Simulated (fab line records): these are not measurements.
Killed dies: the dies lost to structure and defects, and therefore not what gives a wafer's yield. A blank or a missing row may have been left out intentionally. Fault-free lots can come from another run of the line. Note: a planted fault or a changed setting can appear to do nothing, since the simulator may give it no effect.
Which tool was responsible? / flow nand_harc / Sampling: 11 lots, 33 wafers, 4 of 1159 route steps

## WHAT THE GAUGES READ, wafer by wafer
NHARC_P_M2_CD_MEAS_09: target cd 170 nm.
lot=L146; measured=day 5 20:01; on=cd_sem-03; cd_nm (nm)=170.2 170.5 170.1
lot=L149; measured=day 6 18:21; on=cd_sem-03; cd_nm (nm)=170.8 170.6 170.5
lot=L150; measured=day 7 05:22; on=cd_sem-03; cd_nm (nm)=170.9 171.2 171.5
lot=L152; measured=day 7 18:08; on=cd_sem-01; cd_nm (nm)=170.3 169.2 169.0
lot=L155; measured=day 8 21:50; on=cd_sem-02; cd_nm (nm)=174.1 174.5 172.6
lot=L161; measured=day 10 10:18; on=cd_sem-02; cd_nm (nm)=169.9 169.7 170.8
lot=L164; measured=day 10 14:13; on=cd_sem-03; cd_nm (nm)=170.6 171.9 171.2
lot=L165; measured=day 11 01:23; on=cd_sem-01; cd_nm (nm)=170.7 169.9 170.2
lot=L167; measured=day 11 02:05; on=cd_sem-01; cd_nm (nm)=170.6 170.3 168.8
lot=L168; measured=day 11 14:13; on=cd_sem-02; cd_nm (nm)=171.0 170.7 171.0
lot=L169; measured=day 11 17:07; on=cd_sem-02; cd_nm (nm)=170.5 169.9 169.7

## EACH LOT AND THE TOOL THAT RAN IT (in order: tool; ch and the chambers of the sampled wafers; start)
lot=L146; NHARC_P_M1_DEGAS_29=pvd_sputter-02, day 5 17:13; NHARC_P_M1_PVD_20=pvd_sputter-02, day 5 19:53 or earlier; NHARC_P_M2_EXPOSE_06=arfi_scanner-01 ch 0, day 5 19:53
lot=L149; NHARC_P_M1_DEGAS_29=pvd_sputter-02, day 6 15:05; NHARC_P_M1_PVD_20=pvd_sputter-02, day 6 18:13 or earlier; NHARC_P_M2_EXPOSE_06=arfi_scanner-01 ch 0, day 6 18:13
lot=L150; NHARC_P_M1_DEGAS_29=pvd_sputter-01, day 7 02:10; NHARC_P_M1_PVD_20=pvd_sputter-01, day 7 05:13 or earlier; NHARC_P_M2_EXPOSE_06=arfi_scanner-03 ch 0, day 7 05:13
lot=L152; NHARC_P_M1_DEGAS_29=pvd_sputter-03, day 7 14:45; NHARC_P_M1_PVD_20=pvd_sputter-03, day 7 17:59 or earlier; NHARC_P_M2_EXPOSE_06=arfi_scanner-01 ch 0, day 7 17:59
lot=L155; NHARC_P_M1_DEGAS_29=pvd_sputter-02, day 8 19:01; NHARC_P_M1_PVD_20=pvd_sputter-02, day 8 21:41 or earlier; NHARC_P_M2_EXPOSE_06=arfi_scanner-01 ch 0, day 8 21:41
lot=L161; NHARC_P_M1_DEGAS_29=pvd_sputter-01, day 10 07:11; NHARC_P_M1_PVD_20=pvd_sputter-01, day 10 10:10 or earlier; NHARC_P_M2_EXPOSE_06=arfi_scanner-02 ch 0, day 10 10:10
lot=L164; NHARC_P_M1_DEGAS_29=pvd_sputter-03, day 10 11:12; NHARC_P_M1_PVD_20=pvd_sputter-03, day 10 14:05 or earlier; NHARC_P_M2_EXPOSE_06=arfi_scanner-02 ch 0, day 10 14:05
lot=L165; NHARC_P_M1_DEGAS_29=pvd_sputter-03, day 10 22:35; NHARC_P_M1_PVD_20=pvd_sputter-03, day 11 01:14 or earlier; NHARC_P_M2_EXPOSE_06=arfi_scanner-02 ch 0, day 11 01:14
lot=L167; NHARC_P_M1_DEGAS_29=pvd_sputter-02, day 10 23:14; NHARC_P_M1_PVD_20=pvd_sputter-02, day 11 01:56 or earlier; NHARC_P_M2_EXPOSE_06=arfi_scanner-02 ch 0, day 11 01:56
lot=L168; NHARC_P_M1_DEGAS_29=pvd_sputter-02, day 11 10:56; NHARC_P_M1_PVD_20=pvd_sputter-02, day 11 14:05 or earlier; NHARC_P_M2_EXPOSE_06=arfi_scanner-02 ch 0, day 11 14:05
lot=L169; NHARC_P_M1_DEGAS_29=pvd_sputter-03, day 11 14:05; NHARC_P_M1_PVD_20=pvd_sputter-02, day 11 16:59 or earlier; NHARC_P_M2_EXPOSE_06=arfi_scanner-03 ch 0, day 11 16:59
- NHARC_P_M1_DEGAS_29: time 60 s.
- NHARC_P_M1_PVD_20: deposits TaN, target thk 5 nm, time 8.06 s.
- NHARC_P_M2_EXPOSE_06: exposes mask P M2, target cd 170 nm.

## THE ANSWER, worked out from the rows above alone
Rule: what is usual is taken from the lots themselves. The widest of any qualifying gaps counts: lots, ordered by their means at a reading, are off when they make up no more than a third of the lots, leave a main group of 4 or more, and stand apart from it by 3 or more times the standard deviation of that group's means. A main group is skipped when, at the precision printed for the reading in the tables above, its means are all equal. Also off: a lot with no number at a reading for which 4 or more lots have one. Where the step has rows for the other lots, those lots are counted as sound.
Off, at NHARC_P_M2_CD_MEAS_09 on cd_nm: L155. Main group: mean 170.4 nm, sd 0.54.
If a tool, at a process step before that reading, ran all the lots that are off and no sound lot after the first of them, it fits. The gauges at NHARC_P_M2_CD_MEAS_09 are tried like those tools. With no start given for some of its lots, NHARC_P_M1_PVD_20 uses the hours and lot order of NHARC_P_M2_EXPOSE_06. One fits: NHARC_P_M2_EXPOSE_06 on arfi_scanner-01. A fault onset in the window from L152 (day 7 17:59, its last sound lot) to L155 (day 8 21:41, its first lot off) fits.

## WHAT THE SIMULATOR PUT IN
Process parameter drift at NHARC_P_M2_EXPOSE_06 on arfi_scanner-01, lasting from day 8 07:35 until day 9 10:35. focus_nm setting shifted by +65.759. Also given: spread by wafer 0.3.
Lots struck among those shown: L155. Same finding as the rule above.
